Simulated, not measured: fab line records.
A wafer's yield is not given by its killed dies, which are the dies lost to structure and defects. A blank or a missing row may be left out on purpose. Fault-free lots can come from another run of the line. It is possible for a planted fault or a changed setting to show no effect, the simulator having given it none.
Matching of chambers / flow n5Finfet / cvdCo-02 running N5_BEOL_M3_CO_CAP_55: 3 sister chambers
The step material Co, precursor CCTBA/H2, target thk 2 nm, time 102.1 s. 6 wafers are shown with their chamber, then 12 later ones without.

== WAFERS WITH THEIR CHAMBER ==
wafer=L089.6; chamber=2; heaterPowerW (W)=245
wafer=L092.1; chamber=2; heaterPowerW (W)=251
wafer=L092.5; chamber=1; heaterPowerW (W)=230
wafer=L093.1; chamber=0; heaterPowerW (W)=224
wafer=L093.2; chamber=1; heaterPowerW (W)=232
wafer=L093.5; chamber=0; heaterPowerW (W)=225

== WAFERS WHOSE CHAMBER IS MISSING ==
wafer=L094.1; heaterPowerW (W)=218
wafer=L094.2; heaterPowerW (W)=250
wafer=L094.4; heaterPowerW (W)=232
wafer=L095.1; heaterPowerW (W)=231
wafer=L095.3; heaterPowerW (W)=251
wafer=L095.6; heaterPowerW (W)=255
wafer=L097.1; heaterPowerW (W)=251
wafer=L097.4; heaterPowerW (W)=235
wafer=L097.6; heaterPowerW (W)=248
wafer=L096.2; heaterPowerW (W)=232
wafer=L096.5; heaterPowerW (W)=216
wafer=L096.6; heaterPowerW (W)=232

== CHAMBER TAKEN BY EACH ==
wafer=L094.1; from the rows above=0; in truth=0
wafer=L094.2; from the rows above=2; in truth=2
wafer=L094.4; from the rows above=1; in truth=1
wafer=L095.1; from the rows above=1; in truth=1
wafer=L095.3; from the rows above=2; in truth=2
wafer=L095.6; from the rows above=2; in truth=2
wafer=L097.1; from the rows above=2; in truth=2
wafer=L097.4; from the rows above=1; in truth=1
wafer=L097.6; from the rows above=2; in truth=2
wafer=L096.2; from the rows above=1; in truth=1
wafer=L096.5; from the rows above=0; in truth=0
wafer=L096.6; from the rows above=1; in truth=1
12 of 12 placed correctly. Number that these rows cannot place: 0. Wrongly placed: 0.
How it was worked out, from the rows above alone: a wafer's distance from a chamber is the root of the sum, over the readings, of the square of ((its reading less the chamber's mean) divided by the reading's scatter). If the next closest chamber is less than 2 further off than the closest, the wafer can't be placed; otherwise it belongs to the closest. The mean given for a chamber averages the wafers shown for that chamber. The scatter is the square root of a quotient: the sum, over the shown wafers, of each reading's squared deviation from its chamber's mean, divided by wafers minus chambers.
